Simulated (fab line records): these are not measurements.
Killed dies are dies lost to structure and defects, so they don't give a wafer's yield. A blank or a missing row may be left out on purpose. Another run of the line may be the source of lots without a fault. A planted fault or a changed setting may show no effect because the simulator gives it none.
A struck lot beside a sound one / flow nand-harc / 13 steps out of a route of 1302
Sound: the wafers L529.1, L529.4, L529.6. Struck: wafer L530.4 (left out: L530.3, L530.5 of the same lot, which were not struck); the cause appears at the end.
For every step that has rows: the tool of each side, followed by ch and its chambers, followed by its first start. Under that, the readings that differ: sound wafers / struck wafers / difference of the means / sigmas: that difference in standard deviations of wafers without a fault.
alike: a reading whose means differ by less than 2 such deviations, as well as words and numbers matching on both sides. not compared: withheld readings; readings where some wafer has no value; bounds like >300 that might hide an equal value; numbers whose values overlap and for which the record gives no deviation.
Wherever a step has rows on one side only, a row that says differs or no value, or a row with sigmas, the two part there. Numbers that don't overlap but have no deviation are shown without sigmas and don't part them. A reading missing from all wafers of one side parts the sides only when that side holds two or more wafers.

NHARC_A_SLIT_CD_MEAS_21:
  sound: cd-sem-01 at day 25 09:39; struck: cd-sem-01 at day 27 03:16
reading=cd-nm (nm); sound=289.3 289.1 288.8; struck=290.7; difference=+1.6; sigmas=+2
then, 3 steps without rows for these wafers: NHARC_A_SIN_REMOVE_WET_00 (chemistry H3PO4, time 15300 s); NHARC_A_SIN_REMOVE_PRECLEAN_01 (cleans in SC1); NHARC_A_SIN_REMOVE_SRD_02.
NHARC_A_SIN_REMOVE_INSPECT_04:
  sound: defect-inspect-01 at day 25 16:20; struck: defect-inspect-02 at day 27 09:57
  alike: raw-defect-count
NHARC_A_WL_FILL_ALD_00: deposits Al2O3, target thk 3 nm, pulse time 3 s, ald cycles 30.
  sound on ald-hk-03 ch 1,3, day 25 16:26; struck on ald-hk-03 ch 1, day 27 10:02
  alike: heater-power-w, precursor-pulse-height-rel
NHARC_A_WL_FILL_RTA_01: time 5 s.
  sound on rtp-anneal-01 ch 0, day 25 16:40; struck on rtp-anneal-01 ch 0, day 27 10:20
  alike: lamp-power-pct, wafer_temp_C_max
NHARC_A_WL_FILL_ALD_02: deposits TiN, target thk 2 nm, pulse time 3 s, ald cycles 100.
  sound on ald-metal-04 ch 1,2, day 25 16:55; struck on ald-metal-02 ch 1, day 27 10:34
reading=precursor-pulse-height-rel; sound=1.005 0.981 0.991; struck=1.041; difference=+0.049; sigmas=+3
  alike: heater-power-w
NHARC_A_WL_FILL_CVD_03: deposits W, target thk 40 nm, time 279 s.
  sound on cvd-w-01 ch 0,1, day 25 17:19; struck on cvd-w-01 ch 0, day 27 11:02
  alike: heater-power-w, throttle-valve-pct
NHARC_A_WL_FILL_ETCHBACK_04: etches the open film in NF3, target depth 60 nm, time 120 s.
  sound on rie-metal-01 ch 1, day 25 17:41; struck on rie-metal-03 ch 1, day 27 11:24
reading=drypump-motor-current-A (A); sound=4.8 4.9 4.8; struck=6.0; difference=+1.2; sigmas=+2
reading=oes-product-au (a.u.); sound=1.020 1.001 0.998; struck=0.990; difference=-0.016; sigmas=-2
  not compared: rf-hours-counter-h
NHARC_A_WL_FILL_ETCHBACK_05: etches the open film in Cl2/BCl3, target depth 22 nm, time 60 s.
  sound on rie-metal-01 ch 0,1, day 25 17:57; struck on rie-metal-03 ch 0, day 27 11:39
reading=drypump-motor-current-A (A); sound=5.8 4.8 4.8; struck=6.5; difference=+1.4; sigmas=+3
reading=oes-product-au (a.u.); sound=0.999 1.002 1.004; struck=1.320; difference=+0.318; sigmas=+39
  not compared: rf-hours-counter-h
then, 1 step without rows for these wafers: NHARC_A_WL_FILL_STRIP_27 (strips in N2/H2, time 20 s).
-- the record jumps here: 4 days lie between the struck wafers' starts before and after (it left off in module A_WL_FILL and takes up again in module END, whose first step shown is number 1302 of the route) --
NHARC_END_SORT_01:
  sound on prober-02 ch 0, day 29 13:34; struck on prober-02 ch 0, day 31 17:57
reading=killed-open; sound=2 0 3; struck=6; difference=+4; sigmas=+2
  alike: killed-at-array, killed-at-other, killed-at-periphery, killed-dies, killed-short

## WHERE THEY PART
Earliest at NHARC_A_SLIT_CD_MEAS_21; latest, in this record, at NHARC_END_SORT_01.

WHY: what had been put in by the simulator
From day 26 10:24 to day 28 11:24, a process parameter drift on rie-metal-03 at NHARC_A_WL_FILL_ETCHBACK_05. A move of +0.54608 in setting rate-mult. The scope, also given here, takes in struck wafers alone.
